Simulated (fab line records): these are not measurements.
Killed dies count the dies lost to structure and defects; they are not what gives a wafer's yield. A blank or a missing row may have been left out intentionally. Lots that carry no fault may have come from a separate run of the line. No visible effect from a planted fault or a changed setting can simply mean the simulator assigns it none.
Which tool did it? / flow nandHarc / Sampling: 6 lots, 18 wafers, 3 of 1302 route steps

## WHAT EACH GAUGE READ, for each wafer
NHARC_A_M1_CD_MEAS_09 targets a cd of 120 nm.
lot=L419; measured=day 23 16:26; on=cdSem-02; cdNm (nm)=119.2 119.5 119.4
lot=L420; measured=day 24 02:51; on=cdSem-03; cdNm (nm)=119.9 120.8 119.9
lot=L424; measured=day 25 17:43; on=cdSem-01; cdNm (nm)=121.8 120.9 120.8
lot=L428; measured=day 27 20:50; on=cdSem-03; cdNm (nm)=121.0 120.5 120.6
lot=L430; measured=day 28 10:24; on=cdSem-03; cdNm (nm)=120.0 120.0 119.5
lot=L437; measured=day 31 10:53; on=cdSem-03; cdNm (nm)=142.0 142.6 141.8

## TOOL THAT RAN EACH LOT (tool first, then ch and the chambers of the sampled wafers, then the start)
lot=L419; NHARC_A_M0_DEP_32=pecvd-02 ch 0,1, day 23 15:11; NHARC_A_M1_PEB_07=lithoTrack-04 ch 0, day 23 16:21
lot=L420; NHARC_A_M0_DEP_32=pecvd-02 ch 0,1, day 24 01:38; NHARC_A_M1_PEB_07=lithoTrack-01 ch 0, day 24 02:46
lot=L424; NHARC_A_M0_DEP_32=pecvd-04 ch 1,2, day 25 16:29; NHARC_A_M1_PEB_07=lithoTrack-01 ch 0, day 25 17:38
lot=L428; NHARC_A_M0_DEP_32=pecvd-03 ch 1,2, day 27 19:35; NHARC_A_M1_PEB_07=lithoTrack-01 ch 0, day 27 20:46
lot=L430; NHARC_A_M0_DEP_32=pecvd-04 ch 0,1,2, day 28 09:10; NHARC_A_M1_PEB_07=lithoTrack-01 ch 0, day 28 10:19
lot=L437; NHARC_A_M0_DEP_32=pecvd-04 ch 0,2, day 31 09:51; NHARC_A_M1_PEB_07=lithoTrack-01 ch 0, day 31 10:49
- NHARC_A_M0_DEP_32: deposits SiCN, target thk 30 nm.
- NHARC_A_M1_PEB_07: peb time 65 s.

## THE ANSWER, worked out from the rows above alone
Rule: the usual values come from the lots themselves. The widest of any qualifying gaps counts: lots, ordered by their means at a reading, are off when they make up no more than a third of the lots, leave a main group of 4 or more, and stand apart from it by 3 or more times the standard deviation of that group's means. A main group whose means are all the same, to the digits that the tables above print for the reading, isn't used. A lot without any number at a reading at which 4 lots or more have one is off too. The other lots that the step has rows for count as sound.
Off: L437, at NHARC_A_M1_CD_MEAS_09 (cdNm). For the main group the mean is 120.3 nm and the standard deviation 0.63.
A tool fits if, at a process step before that reading, it ran every lot that is off, and no sound lot after the first of them. The gauges at NHARC_A_M1_CD_MEAS_09 are tried like those tools. Can't be told from this: 3 tools fit, pecvd-04 at NHARC_A_M0_DEP_32, lithoTrack-01 at NHARC_A_M1_PEB_07, cdSem-03 at NHARC_A_M1_CD_MEAS_09.

## WHAT HAD BEEN PUT IN BY THE SIMULATOR
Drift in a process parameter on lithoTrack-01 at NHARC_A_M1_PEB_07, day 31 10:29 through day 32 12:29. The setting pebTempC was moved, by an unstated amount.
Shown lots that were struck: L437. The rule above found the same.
